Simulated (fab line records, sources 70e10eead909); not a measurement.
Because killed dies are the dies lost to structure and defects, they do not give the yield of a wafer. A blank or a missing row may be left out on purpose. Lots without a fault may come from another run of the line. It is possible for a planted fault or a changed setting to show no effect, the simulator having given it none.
fab line records + flow nand_harc
[record]
- lots = 6
- wafers = 18
- last_day = 23
route steps=1159 shown P_GATE@155 END@1159
lots that met no fault: taken from a fault-free run of the same line
start_h: start of the lot's first displayed wafer, in hours after the record's first day + wait_h: time in hours since the lot's previous step + " as in the row above + L1.1+2: several wafers, shown together as one row + - value missing, or start not given + * or withheld: withheld + < > ~ a bound
route shown NAME@n: a module of which the file shows steps, and the number in the route of the first + usual: mean/standard deviation taken from wafers without a fault + same: alike in all rows + chamber/n: place in a boat + sites: the reading at each site + _std_site: standard deviation of those values + _edge_site: inner sites' mean taken away from outer sites' mean + radius_mm: how far each site lies from the wafer's centre + mask NAME#n: copy n + behind: tool/chamber where the wafer was last shaped + hold: what put the lot on hold/how long, in hours/how the hold closed + device: the n, p or np transistor that did not switch + end of line: tests run on the same wafers once the route is complete + a step given without rows: its recipe and nothing more + killed: dies that structure and defects cost at the first sort, which is not the same as the wafer's yield + map: a wafer's dies, x killed, . not, _ none there
set.NAME: setting as actually run; set.NAME@STEP: the setting as run at that earlier step + model.NAME: the simulator's own value behind a step, which no gauge read
lots at some steps of the route; a table a step, a row a wafer
services: a tool's chamber out of use, with start hour (start_h, from the record's first day; less than 0 if before it), hours out, and reason
[[steps]]
[step NHARC_P_GATE_ALD_36]
[recipe]
- target_thk_a = 200
- pulse_time_s = 60
- ald_cycles = 223
- temp_c = 400
- material = SiNx
[usual]
- heater_power_w = 789/81
- precursor_pulse_height_rel = 1.000/0.018
[same]
- ald_cycles = 223
| lot.wafer | tool       | chamber | start_h | wait_h | heater_power_w | precursor_pulse_height_rel |
|-----------|------------|---------|---------|--------|----------------|----------------------------|
| L170.1    | ald_sin-04 | 1       | 81.07   | -      | 810            | 0.989                      |
| L170.2    | "          | 2       | 82.14   | -      | 779            | 0.966                      |
| L170.3    | "          | 3       | 83.20   | -      | 690            | 1.001                      |
| L174.1    | ald_sin-03 | 2       | 119.32  | -      | 829            | 0.979                      |
| L174.5    | "          | 1       | 122.50  | -      | 734            | 0.995                      |
| L174.6    | "          | 2       | 123.56  | -      | 857            | 1.014                      |
| L181.2    | ald_sin-03 | 1       | 158.70  | -      | 750            | 1.004                      |
| L181.3    | "          | 2       | 159.77  | -      | 832            | 0.978                      |
| L181.5    | "          | 3       | 160.84  | -      | 801            | 0.998                      |
| L183.3    | ald_sin-03 | 1       | 173.10  | -      | 747            | 1.017                      |
| L183.2    | "          | 0       | 176.31  | -      | 920            | 0.995                      |
| L183.6    | "          | 1       | 177.38  | -      | 733            | 0.971                      |
| L185.2    | ald_sin-01 | 1       | 184.56  | -      | 897            | 1.012                      |
| L185.3    | "          | 2       | 185.60  | -      | 714            | 1.027                      |
| L185.6    | "          | 0       | 187.68  | -      | 662            | 1.011                      |
| L187.2    | ald_sin-01 | 1       | 197.67  | -      | 897            | 1.008                      |
| L187.1    | "          | 2       | 198.72  | -      | 713            | 1.000                      |
| L187.3    | "          | 3       | 199.78  | -      | 882            | 1.014                      |
[step NHARC_P_GATE_ETCHBACK_37]
[recipe]
- target_depth_a = 345
- time_s = 17.2
- chf3_flow_sccm = 50
- o2_flow_sccm = 10
- ar_flow_sccm = 200
- rf_w = 500
- bias_w = 200
- chemistry = CHF3/O2
[usual]
- drypump_motor_current_A = 5.79/0.25
- o2_flow_sccm = 10.00/0.032
- oes_product_au = 0.96/0.037
- rf_vpp_V = 371.9/2.1
- showerhead_plenum_p_Torr = 2.46/0.093
- throttle_valve_pct = 20.573/0.01
| lot.wafer | tool        | chamber | start_h | wait_h | drypump_motor_current_A | o2_flow_sccm | oes_product_au | rf_hours_counter_h | rf_vpp_V | showerhead_plenum_p_Torr | throttle_valve_pct |
|-----------|-------------|---------|---------|--------|-------------------------|--------------|----------------|--------------------|----------|--------------------------|--------------------|
| L170.1    | rie_diel-10 | 0       | -       | -      | 5.30                    | 9.98         | 1.00           | 18                 | 373.7    | 2.55                     | 20.585             |
| L170.3    | "           | 1       | "       | "      | 5.64                    | 10.02        | 1.00           | 17                 | 370.4    | 2.41                     | 20.575             |
| L170.2    | "           | 2       | "       | "      | 6.04                    | 10.00        | 1.00           | 15                 | 373.0    | 2.49                     | 20.565             |
| L174.1    | rie_diel-03 | 1       | -       | -      | 5.76                    | 10.03        | 1.00           | 30                 | 374.1    | 2.58                     | 20.587             |
| L174.5    | "           | 1       | "       | "      | 5.79                    | 9.99         | 0.99           | -                  | 375.0    | 2.58                     | 20.578             |
| L174.6    | "           | 2       | "       | "      | 5.77                    | 9.96         | 1.00           | -                  | 371.4    | 2.47                     | 20.568             |
| L181.3    | rie_diel-07 | 2       | -       | -      | 6.03                    | 10.01        | 0.94           | 35                 | 367.8    | 2.30                     | 20.589             |
| L181.2    | "           | 0       | "       | "      | 6.27                    | 9.99         | 0.92           | 41                 | 367.2    | 2.24                     | 20.562             |
| L181.5    | "           | 2       | "       | "      | 6.04                    | 10.03        | 0.94           | -                  | 367.1    | 2.30                     | 20.593             |
| L183.2    | rie_diel-03 | 2       | -       | -      | 5.72                    | 9.96         | 1.00           | 58                 | 371.8    | 2.46                     | 20.582             |
| L183.3    | "           | 3       | "       | "      | 6.06                    | 9.96         | 1.01           | 57                 | 372.2    | 2.48                     | 20.590             |
| L183.6    | "           | 2       | "       | "      | 5.76                    | 9.92         | 1.01           | -                  | 373.0    | 2.46                     | 20.591             |
| L185.2    | rie_diel-10 | 3       | -       | -      | 5.87                    | 10.03        | 1.00           | 1                  | 374.1    | 2.56                     | 20.569             |
| L185.3    | "           | 1       | "       | "      | 5.64                    | 9.98         | 1.00           | 1                  | 370.2    | 2.40                     | 20.582             |
| L185.6    | "           | 3       | "       | "      | 5.88                    | 9.99         | 0.99           | -                  | 373.4    | 2.56                     | 20.574             |
| L187.2    | rie_diel-10 | 1       | -       | -      | 5.64                    | 10.01        | 1.00           | 6                  | 370.2    | 2.40                     | 20.575             |
| L187.3    | "           | 3       | "       | "      | 5.90                    | 10.01        | 1.00           | 5                  | 375.3    | 2.56                     | 20.574             |
| L187.1    | "           | 0       | "       | "      | 5.33                    | 9.99         | 1.00           | 4                  | 373.6    | 2.54                     | 20.573             |
[step NHARC_P_GATE_STRIP_101]
[recipe]
- time_s = 20
- o2_flow_sccm = 500
- ar_flow_sccm = 0
- bias_w = 0
- chemistry = O2
[usual]
- drypump_motor_current_A = 5.79/0.26
- o2_flow_sccm = 499.9/1.6
- oes_product_au = 1.001/0.0076
- rf_vpp_V = 57.9/0.89
- showerhead_plenum_p_Torr = 3.62/0.14
- throttle_valve_pct = 17.035/0.01
| lot.wafer | tool        | chamber | start_h | wait_h | drypump_motor_current_A | o2_flow_sccm | oes_product_au | rf_hours_counter_h | rf_vpp_V | showerhead_plenum_p_Torr | throttle_valve_pct |
|-----------|-------------|---------|---------|--------|-------------------------|--------------|----------------|--------------------|----------|--------------------------|--------------------|
| L170.2    | rie_diel-10 | 1       | 90.74   | 0.1    | 5.64                    | 497.9        | 1.005          | 17                 | 58.5     | 3.54                     | 17.031             |
| L170.3    | "           | 2       | "       | "      | 6.08                    | 497.2        | 1.009          | 15                 | 58.1     | 3.66                     | 17.017             |
| L170.1    | "           | 0       | "       | "      | 5.32                    | 498.8        | 1.007          | 18                 | 58.0     | 3.74                     | 17.036             |
| L174.1    | rie_diel-03 | 2       | 127.90  | 0.1    | 5.71                    | 498.8        | 0.999          | 32                 | 57.4     | 3.63                     | 17.035             |
| L174.5    | "           | 3       | "       | "      | 6.07                    | 498.5        | 1.003          | -                  | 57.1     | 3.66                     | 17.038             |
| L174.6    | "           | 0       | "       | "      | 5.51                    | 498.3        | 0.995          | -                  | 58.1     | 3.61                     | 17.038             |
| L181.2    | rie_diel-07 | 0       | 166.25  | 0.1    | 6.31                    | 498.7        | 0.992          | 41                 | 57.9     | 3.29                     | 17.028             |
| L181.3    | "           | 2       | "       | "      | 6.07                    | 500.6        | 1.010          | 35                 | 59.7     | 3.38                     | 17.046             |
| L181.5    | "           | 1       | "       | "      | 5.60                    | 500.9        | 0.998          | -                  | 57.8     | 3.35                     | 17.039             |
| L183.3    | rie_diel-03 | 2       | 182.96  | 0.1    | 5.74                    | 499.2        | 0.990          | 58                 | 56.7     | 3.61                     | 17.038             |
| L183.2    | "           | 3       | "       | "      | 6.07                    | 500.8        | 0.990          | 57                 | 59.0     | 3.64                     | 17.034             |
| L183.6    | "           | 3       | "       | "      | 6.06                    | 500.9        | 0.987          | -                  | 57.8     | 3.64                     | 17.031             |
| L185.2    | rie_diel-10 | 2       | 192.01  | 0.1    | 6.04                    | 502.3        | 1.004          | 1                  | 57.5     | 3.65                     | 17.024             |
| L185.3    | "           | 3       | "       | "      | 5.91                    | 500.1        | 0.994          | 1                  | 57.3     | 3.76                     | 17.018             |
| L185.6    | "           | 3       | "       | "      | 5.90                    | 501.9        | 0.995          | -                  | 58.5     | 3.76                     | 17.047             |
| L187.2    | rie_diel-10 | 0       | 207.27  | 0.1    | 5.32                    | 500.5        | 1.000          | 4                  | 58.2     | 3.73                     | 17.065             |
| L187.3    | "           | 1       | "       | "      | 5.65                    | 499.2        | 0.999          | 6                  | 57.5     | 3.53                     | 17.043             |
| L187.1    | "           | 3       | "       | "      | 5.91                    | 500.0        | 0.995          | 5                  | 58.1     | 3.75                     | 17.029             |
[step NHARC_P_GATE_PRECLEAN_97]
[recipe]
- time_s = 600
- temp_c = 120
- chemistry = SPM
[step NHARC_P_GATE_SRD_98]
[step NHARC_P_GATE_PRECLEAN_99]
[recipe]
- time_s = *
- temp_c = 50
- bath_age_min = 0
- chemistry = SC1
[step NHARC_P_GATE_SRD_100]
[step NHARC_P_GATE_DEHYDRATE_38]
[recipe]
- temp_c = 150
- time_s = 120
[step NHARC_P_GATE_HMDS_39]
[recipe]
- time_s = 30
[step NHARC_P_GATE_COAT_40]
[recipe]
- spin_rpm = 3000
[step NHARC_P_GATE_SOFTBAKE_41]
[recipe]
- temp_c = 122
- time_s = 95
[step NHARC_P_GATE_EBR_42]
[step NHARC_P_GATE_EXPOSE_43]
[recipe]
- na = 0.6
- target_cd_nm = 720
- dose_mj = 14.81
- mask_id = P_NSD
[usual]
- exposure_dose_mJ_cm2 = 14.811/0.012
| lot.wafer | tool           | chamber | start_h | wait_h | mask    | exposure_dose_mJ_cm2 |
|-----------|----------------|---------|---------|--------|---------|----------------------|
| L170.1    | krf_scanner-01 | 0       | 91.51   | -      | P_NSD#0 | 14.818               |
| L170.2    | "              | 0       | "       | "      | P_NSD#0 | 14.808               |
| L170.3    | "              | 0       | "       | "      | P_NSD#0 | 14.821               |
| L174.1    | krf_scanner-03 | 0       | 128.65  | -      | P_NSD#0 | 14.801               |
| L174.5    | "              | 0       | "       | "      | P_NSD#0 | 14.814               |
| L174.6    | "              | 0       | "       | "      | P_NSD#0 | 14.813               |
| L181.2    | krf_scanner-01 | 0       | 167.02  | -      | P_NSD#0 | 10.417               |
| L181.3    | "              | 0       | "       | "      | P_NSD#0 | 10.419               |
| L181.5    | "              | 0       | "       | "      | P_NSD#0 | 10.417               |
| L183.2    | krf_scanner-01 | 0       | 183.74  | -      | P_NSD#0 | 10.403               |
| L183.3    | "              | 0       | "       | "      | P_NSD#0 | 10.404               |
| L183.6    | "              | 0       | "       | "      | P_NSD#0 | 10.406               |
| L185.2    | krf_scanner-03 | 0       | 192.80  | -      | P_NSD#0 | 14.825               |
| L185.3    | "              | 0       | "       | "      | P_NSD#0 | 14.824               |
| L185.6    | "              | 0       | "       | "      | P_NSD#0 | 14.829               |
| L187.1    | krf_scanner-02 | 0       | 208.05  | -      | P_NSD#0 | 14.825               |
| L187.2    | "              | 0       | "       | "      | P_NSD#0 | 14.823               |
| L187.3    | "              | 0       | "       | "      | P_NSD#0 | 14.819               |
[step NHARC_P_GATE_PEB_44]
[recipe]
- peb_temp_c = 118
- peb_time_s = 85
[step NHARC_P_GATE_DEVELOP_45]
[recipe]
- time_s = 70
[step NHARC_P_GATE_CD_MEAS_46]
[recipe]
- target_cd_nm = 720
- landing_energy_ev = 500
[usual]
- cd_nm = 720.2/1.2
| lot.wafer | tool      | chamber | start_h | wait_h | cd_nm |
|-----------|-----------|---------|---------|--------|-------|
| L170.1    | cd_sem-03 | 0       | 91.67   | -      | 721.1 |
| L170.2    | "         | 0       | "       | "      | 720.1 |
| L170.3    | "         | 0       | "       | "      | 720.2 |
| L174.1    | cd_sem-01 | 0       | 128.81  | -      | 720.4 |
| L174.5    | "         | 0       | "       | "      | 718.5 |
| L174.6    | "         | 0       | "       | "      | 719.9 |
| L181.2    | cd_sem-03 | 0       | 167.18  | -      | 660.0 |
| L181.3    | "         | 0       | "       | "      | 660.9 |
| L181.5    | "         | 0       | "       | "      | 660.2 |
| L183.2    | cd_sem-02 | 0       | 183.89  | -      | 658.3 |
| L183.3    | "         | 0       | "       | "      | 658.9 |
| L183.6    | "         | 0       | "       | "      | 660.5 |
| L185.2    | cd_sem-02 | 0       | 192.95  | -      | 720.5 |
| L185.3    | "         | 0       | "       | "      | 720.4 |
| L185.6    | "         | 0       | "       | "      | 721.4 |
| L187.1    | cd_sem-03 | 0       | 208.21  | -      | 719.1 |
| L187.2    | "         | 0       | "       | "      | 718.6 |
| L187.3    | "         | 0       | "       | "      | 719.8 |
[step NHARC_P_GATE_HARDBAKE_47]
[recipe]
- temp_c = 125
- time_s = 80
[step NHARC_P_GATE_DESCUM_48]
[recipe]
- time_s = 3
- o2_flow_sccm = 200
- ar_flow_sccm = 0
- bias_power_w = 0
- chemistry = O2
[usual]
- drypump_motor_current_A = 5.80/0.26
- o2_flow_sccm = 200.0/0.57
- oes_product_au = 1.001/0.008
- rf_vpp_V = 57.8/0.9
- showerhead_plenum_p_Torr = 1.95/0.085
- throttle_valve_pct = 11.311/0.0082
| lot.wafer | tool        | chamber | start_h | wait_h | drypump_motor_current_A | o2_flow_sccm | oes_product_au | rf_hours_counter_h | rf_vpp_V | showerhead_plenum_p_Torr | throttle_valve_pct | model.P_GATE.cd_nm |
|-----------|-------------|---------|---------|--------|-------------------------|--------------|----------------|--------------------|----------|--------------------------|--------------------|--------------------|
| L170.1    | rie_diel-10 | 0       | 91.84   | -      | 5.28                    | 200.7        | 0.993          | 18                 | 57.6     | 2.04                     | 11.321             | 720.8              |
| L170.2    | "           | 2       | "       | "      | 6.01                    | 199.5        | 1.003          | 15                 | 57.5     | 1.99                     | 11.319             | 720.4              |
| L170.3    | "           | 3       | "       | "      | 5.90                    | 200.2        | 0.977          | 14                 | 56.8     | 2.05                     | 11.322             | 720.2              |
| L174.1    | rie_diel-03 | 2       | 129.01  | -      | 5.73                    | 199.4        | 0.997          | 32                 | 57.1     | 1.97                     | 11.310             | 720.4              |
| L174.5    | "           | 3       | "       | "      | 6.07                    | 199.4        | 1.006          | -                  | 58.8     | 1.99                     | 11.309             | 718.6              |
| L174.6    | "           | 0       | "       | "      | 5.48                    | 199.5        | 0.993          | -                  | 57.3     | 1.96                     | 11.310             | 720.2              |
| L181.3    | rie_diel-07 | 2       | 167.35  | -      | 6.04                    | 200.4        | 1.003          | 36                 | 58.1     | 1.83                     | 11.313             | 660.4              |
| L181.2    | "           | 3       | "       | "      | 5.66                    | 200.5        | 1.005          | 39                 | 58.9     | 1.97                     | 11.321             | 659.5              |
| L181.5    | "           | 1       | "       | "      | 5.57                    | 201.0        | 1.008          | -                  | 57.0     | 1.81                     | 11.310             | 660.1              |
| L183.2    | rie_diel-07 | 2       | 184.05  | -      | 6.06                    | 200.4        | 1.016          | 40                 | 57.8     | 1.83                     | 11.303             | 658.3              |
| L183.3    | "           | 1       | "       | "      | 5.61                    | 199.7        | 0.999          | 42                 | 56.5     | 1.81                     | 11.304             | 658.3              |
| L183.6    | "           | 2       | "       | "      | 6.04                    | 200.1        | 1.008          | -                  | 57.8     | 1.83                     | 11.326             | 660.2              |
| L185.3    | rie_diel-10 | 2       | 193.11  | -      | 6.04                    | 199.8        | 1.004          | 1                  | 57.2     | 1.98                     | 11.297             | 720.9              |
| L185.2    | "           | 3       | "       | "      | 5.91                    | 199.9        | 0.991          | 1                  | 57.4     | 2.05                     | 11.319             | 720.2              |
| L185.6    | "           | 2       | "       | "      | 6.02                    | 201.1        | 0.998          | -                  | 57.2     | 1.98                     | 11.316             | 722.3              |
| L187.3    | rie_diel-03 | 3       | 208.38  | -      | 6.05                    | 199.9        | 1.014          | 69                 | 58.3     | 1.98                     | 11.330             | 719.9              |
| L187.2    | "           | 0       | "       | "      | 5.47                    | 200.3        | 1.008          | 42                 | 57.1     | 1.96                     | 11.314             | 718.6              |
| L187.1    | "           | 1       | "       | "      | 5.76                    | 199.8        | 0.998          | 53                 | 56.7     | 2.06                     | 11.298             | 719.2              |
[step NHARC_P_GATE_IMPLANT_49]
[recipe]
- energy_kev = 30
- dose_cm2 = 3e+15
- tilt_deg = 7
[step NHARC_END_SORT_01]
[recipe]
- temp_c = 25
[usual]
- killed_at_array = 28/12
- killed_at_other = 0.8/1.1
- killed_at_periphery = 3.6/2.3
- killed_dies = 32/12
- killed_open = 3.4/1.9
- killed_short = 2.0/1.3
[same]
- gross_dies = 677
| lot.wafer | tool      | chamber | start_h | wait_h | killed_at_array | killed_at_other | killed_at_periphery | killed_dies | killed_open | killed_short |
|-----------|-----------|---------|---------|--------|-----------------|-----------------|---------------------|-------------|-------------|--------------|
| L181.2    | prober-01 | 0       | 512.69  | 2.8    | 22              | 0               | 4                   | 26          | 0           | 1            |
| L181.3    | prober-01 | 0       | 513.49  | 3.1    | 29              | 0               | 5                   | 34          | 4           | 1            |
| L181.5    | prober-01 | 0       | 515.09  | 3.7    | 25              | 0               | 4                   | 29          | 5           | 0            |
// killed by level:class
L181.2 A_CHANNEL_HOLE_D1:chamber_film_flake=15 A_STAIRCASE:chamber_film_flake=3 A_CONTACT:chamber_film_flake=3 A_M0:geometric_particle:short=1 P_STI:chamber_film_flake=1 P_GATE:chamber_film_flake=1 P_BONDPAD:chamber_film_flake=1 P_GATE:area_expose=1
L181.3 A_CHANNEL_HOLE_D1:chamber_film_flake=13 A_STAIRCASE:chamber_film_flake=9 A_CONTACT:chamber_film_flake=3 P_GATE:area_expose=2 P_M1:geometric_particle:open=1 P_M2:geometric_particle:open=1 A_CHANNEL_HOLE_D1:geometric_particle:short=1 A_SGD_CUT:geometric_particle:open=1
L181.5 A_CHANNEL_HOLE_D1:chamber_film_flake=16 A_STAIRCASE:chamber_film_flake=3 A_CONTACT:chamber_film_flake=2 P_M0:geometric_particle:open=1 P_M1:geometric_particle:open=1 A_CHANNEL_FILL_D1:geometric_particle:open=1 A_CONTACT:geometric_particle:open=1 A_M0:geometric_particle:open=1
[[services]]
| tool           | chamber | start_h | hours | kind   |
|----------------|---------|---------|-------|--------|
| rie_diel-10    | 0       | 57.59   | -     | clean  |
| rie_diel-10    | 1       | 57.59   | -     | clean  |
| krf_scanner-02 | -       | 60.02   | 2.6   | repair |
| ald_sin-01     | -       | 67.72   | 0.5   | repair |
| ald_sin-01     | 3       | 69.28   | 2.4   | repair |
| ald_sin-01     | 0       | 70.16   | 2.7   | repair |
| krf_scanner-02 | -       | 71.01   | 0.3   | repair |
| krf_scanner-01 | -       | 77.76   | 0.3   | repair |
| ald_sin-03     | 1       | 78.02   | 6.0   | repair |
| ald_sin-01     | 3       | 80.55   | 4.6   | repair |
| krf_scanner-01 | -       | 84.00   | 4.0   | pm     |
| krf_scanner-02 | -       | 95.81   | 1.6   | repair |
| krf_scanner-01 | -       | 116.77  | 0.3   | repair |
| krf_scanner-01 | -       | 118.14  | 0.6   | repair |
| rie_diel-10    | -       | 126.92  | 0.3   | repair |
| rie_diel-03    | 1       | 143.12  | 29.9  | repair |
| krf_scanner-02 | -       | 146.76  | 0.7   | repair |
| rie_diel-03    | 0       | 148.97  | 56.9  | repair |
| krf_scanner-03 | -       | 168.00  | 4.0   | pm     |
| krf_scanner-02 | -       | 172.61  | 0.6   | repair |
| rie_diel-10    | -       | 176.58  | 9.0   | pm     |
| rie_diel-07    | 2       | 177.36  | 4.5   | repair |
| rie_diel-10    | 0       | 188.05  | 8.4   | repair |
| krf_scanner-01 | -       | 194.66  | 2.3   | repair |
[[key]]
[first_sign]
- step = NHARC_P_GATE_EXPOSE_43
- reading = exposure_dose_mJ_cm2
- direction = down
- sigmas = 99+
- usual = 14.811
- struck = 10.411
[effect]
- step = NHARC_P_GATE_CD_MEAS_46
- reading = cd_nm
- direction = down
- sigmas = 48
- usual = 720.2
- struck = 659.8
[model_effect]
- step = NHARC_P_GATE_DESCUM_48
- value = P_GATE.cd_nm
- without = 719.4
- struck = 659.5
met_at NHARC_P_GATE_EXPOSE_43
struck_wafers L181.2,L181.3,L181.5,L183.2,L183.3,L183.6
sort_left_out L183.2,L183.3,L183.6
tester_left_out L181,L183
onset_between 91.51 167.02
[fault]
- kind = process_parameter_drift
- tool = krf_scanner-01
- chamber = -
- onset_h = 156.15
- steps = NHARC_P_GATE_EXPOSE_43
- channel = dose_mj
- offset = -4.3763
- shape = step
- acts_in = these_recipes_only
- stated = 14.81
// tester_left_out: of these lots the tester's yield and bins aren't shown, on N5 and GAA mostly nor the transistor test; their killed dies are dies lost to structure and defects alone, not to doping, threshold or leakage, so they don't give the yield
// sort_left_out: the simulated sort isn't trusted on such a fault, so these wafers' sort isn't shown, and their yield isn't known
